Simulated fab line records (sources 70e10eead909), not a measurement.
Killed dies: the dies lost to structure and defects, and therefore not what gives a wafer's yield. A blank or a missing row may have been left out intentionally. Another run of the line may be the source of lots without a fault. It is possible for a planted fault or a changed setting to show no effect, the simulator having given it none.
Which tool is to blame? -- flow nand harc -- 12 lots, 36 wafers sampled, at 5 steps of a route of 1302

WHAT EACH GAUGE READ, for each wafer
NHARC_END_SORT_01.
lot,measured,on,killed at array,killed at other,killed at periphery,killed dies,killed open,killed short
L856,day 31 02:38,prober-01,670 99 668,0 0 0,6 4 9,676 103 677,2 2 2,2 3 4
L857,day 31 07:13,prober-02,99 671 89,4 4 0,3 2 6,106 677 95,2 2 7,2 1 3

EACH LOT AND THE TOOL THAT RAN IT (in order: tool; ch and the chambers of the sampled wafers; start)
lot,NHARC_A_CONTACT_DEP_58,NHARC_A_CONTACT_DESCUM_74,NHARC_A_CONTACT_ETCH_78,NHARC_A_CONTACT_ETCH_125
L841,"pecvd-01 ch 0,1, day 22 08:44","rie diel-04 ch 0,3, day 22 09:31","rie diel-04 ch 1,3, day 22 10:07","har cap etch-01 ch 0,1, day 22 11:17"
L842,"pecvd-01 ch 0,1,2, day 23 00:45","rie diel-05 ch 2,3, day 23 01:40","rie diel-05 ch 1,2,3, day 23 02:28","har cap etch-01 ch 0,1, day 23 03:29"
L844,"pecvd-01 ch 0,1,2, day 23 15:44","rie diel-04 ch 2,3, day 23 16:37","rie diel-04 ch 0,1,2, day 23 17:19","har cap etch-02 ch 0,1, day 23 18:21"
L846,"pecvd-04 ch 1, day 24 08:31","rie diel-03 ch 0,2, day 24 09:30","rie diel-03 ch 0,2, day 24 10:13","har cap etch-01 ch 0,1, day 24 11:16"
L847,"pecvd-01 ch 1,2, day 24 15:05","rie diel-05 ch 0,1,2, day 24 15:52","rie diel-05 ch 0,2, day 24 16:35","har cap etch-02 ch 0,1, day 24 17:38"
L848,"pecvd-01 ch 0,1, day 25 04:37","rie diel-03 ch 0,2,3, day 25 05:32","rie diel-03 ch 0,1,2, day 25 06:20","har cap etch-02 ch 0,1, day 25 07:18"
L849,"pecvd-03 ch 0,1,2, day 25 23:30","rie diel-04 ch 0,3, day 26 00:20","rie diel-04 ch 0,1, day 26 01:02","har cap etch-02 ch 0,1, day 26 02:10"
L850,"pecvd-03 ch 0,2, day 26 12:02","rie diel-04 ch 1,2,3, day 26 12:47","rie diel-04 ch 1,2, day 26 13:24","har cap etch-03 ch 0,1, day 26 14:34"
L851,"pecvd-03 ch 0,1,2, day 26 20:25","rie diel-04 ch 0,3, day 26 21:10","rie diel-04 ch 0,2,3, day 26 21:46","har cap etch-01 ch 0,1, day 26 22:55"
L856,"pecvd-03 ch 1,2, day 28 09:02","rie diel-04 ch 0,1,3, day 28 09:55","rie diel-04 ch 0,1,3, day 28 10:43","har cap etch-03 ch 0,1, day 28 11:40"
L857,"pecvd-03 ch 0,1,2, day 28 16:34","rie diel-04 ch 2,3, day 28 17:29","rie diel-04 ch 2,3, day 28 18:19","har cap etch-03 ch 0,1, day 28 19:30"
L863,"pecvd-04 ch 0,1,2, day 31 10:52","rie diel-05 ch 0,1,3, day 31 11:47","rie diel-05 ch 0,1,2, day 31 12:29","har cap etch-01 ch 0,1, day 31 13:37"
- NHARC_A_CONTACT_DEP_58: deposits SiON, target thk 90 nm.
- NHARC_A_CONTACT_DESCUM_74: chemistry O2, time 3 s.
- NHARC_A_CONTACT_ETCH_78: etches the open film in O2/COS, target depth 5300 nm, time 1378 s.
- NHARC_A_CONTACT_ETCH_125: etches the open film in C4F8/O2/Ar, time 197 s, target depth 1918 nm.

AS READ BY THE TOOLS THEMSELVES (means over the sampled wafers that have a number; for cases with no such wafer, the mark the record gives instead)
NHARC_A_CONTACT_DEP_58.
lot,tool,heater power w (W)
L841,pecvd-01,673
L842,pecvd-01,701
L844,pecvd-01,731
L846,pecvd-04,723
L847,pecvd-01,758
L848,pecvd-01,666
L849,pecvd-03,736
L850,pecvd-03,786
L851,pecvd-03,771
L856,pecvd-03,808
L857,pecvd-03,790
L863,pecvd-04,741

NHARC_A_CONTACT_DESCUM_74.
lot,tool,drypump motor current A (A),oes product au (a.u.),rf vpp V (V),showerhead plenum p Torr (Torr),throttle valve pct (%)
L841,rie diel-04,5.3,0.987,57.6,1.85,11.316
L842,rie diel-05,5.5,1.000,58.0,1.92,11.307
L844,rie diel-04,6.5,1.000,57.3,1.88,11.308
L846,rie diel-03,6.0,1.010,58.2,1.95,11.316
L847,rie diel-05,5.7,1.002,57.1,1.85,11.308
L848,rie diel-03,5.8,1.008,59.1,1.97,11.298
L849,rie diel-04,5.9,0.994,56.9,1.86,11.308
L850,rie diel-04,6.5,1.001,58.0,1.94,11.308
L851,rie diel-04,5.3,0.999,58.6,1.84,11.304
L856,rie diel-04,5.9,1.000,57.6,1.92,11.307
L857,rie diel-04,6.5,0.995,57.6,1.87,11.320
L863,rie diel-05,5.9,0.986,56.5,1.85,11.313

NHARC_A_CONTACT_ETCH_78.
lot,tool,drypump motor current A (A),oes product au (a.u.),rf vpp V (V),showerhead plenum p Torr (Torr),throttle valve pct (%)
L841,rie diel-04,6.5,1.001,315.3,3.16,28.330
L842,rie diel-05,5.8,0.991,314.3,3.07,28.329
L844,rie diel-04,5.9,0.999,314.5,3.15,28.325
L846,rie diel-03,6.0,1.004,314.2,3.17,28.335
L847,rie diel-05,5.6,1.005,312.8,3.08,28.328
L848,rie diel-03,5.7,1.006,314.3,3.15,28.334
L849,rie diel-04,5.9,0.987,316.1,3.23,28.330
L850,rie diel-04,6.5,0.997,316.3,3.26,28.321
L851,rie diel-04,5.9,1.004,313.6,3.04,28.321
L856,rie diel-04,5.9,0.884,314.2,3.13,28.336
L857,rie diel-04,6.4,0.938,314.7,3.07,28.332
L863,rie diel-05,5.8,0.989,311.5,2.99,28.332

THE ANSWER, worked out from the rows above alone
Rule: the usual values come from the lots themselves. Put in order of their means at a reading, lots are off if they are a third of the lots or fewer, leave a main group of 4 or more, and stand apart from it by a gap of 3 or more times the standard deviation of the main group's means; of several such gaps the widest counts. A main group whose means are all the same, to the digits that the tables above print for the reading, isn't used. Also off: a lot with no number at a reading for which 4 or more lots have one. All remaining lots with rows at the step are treated as sound. First the gauges in route order, then the tools' own readings, where a lot's mean is used as printed above. At the first step where some lot is off, the reading lying furthest off is the one used; lots without a number count as furthest.
Off: L856, L857 (NHARC_A_CONTACT_ETCH_78, oes product au). Main group: mean 0.998 a.u., sd 0.0067.
If a tool, at that step or one of the process steps before it, ran each lot that is off and ran no sound lot following the first of them, it fits. Can't be told from this: 2 tools fit, pecvd-03 at NHARC_A_CONTACT_DEP_58, rie diel-04 at NHARC_A_CONTACT_DESCUM_74 and NHARC_A_CONTACT_ETCH_78.

WHAT THE SIMULATOR HAD INSERTED
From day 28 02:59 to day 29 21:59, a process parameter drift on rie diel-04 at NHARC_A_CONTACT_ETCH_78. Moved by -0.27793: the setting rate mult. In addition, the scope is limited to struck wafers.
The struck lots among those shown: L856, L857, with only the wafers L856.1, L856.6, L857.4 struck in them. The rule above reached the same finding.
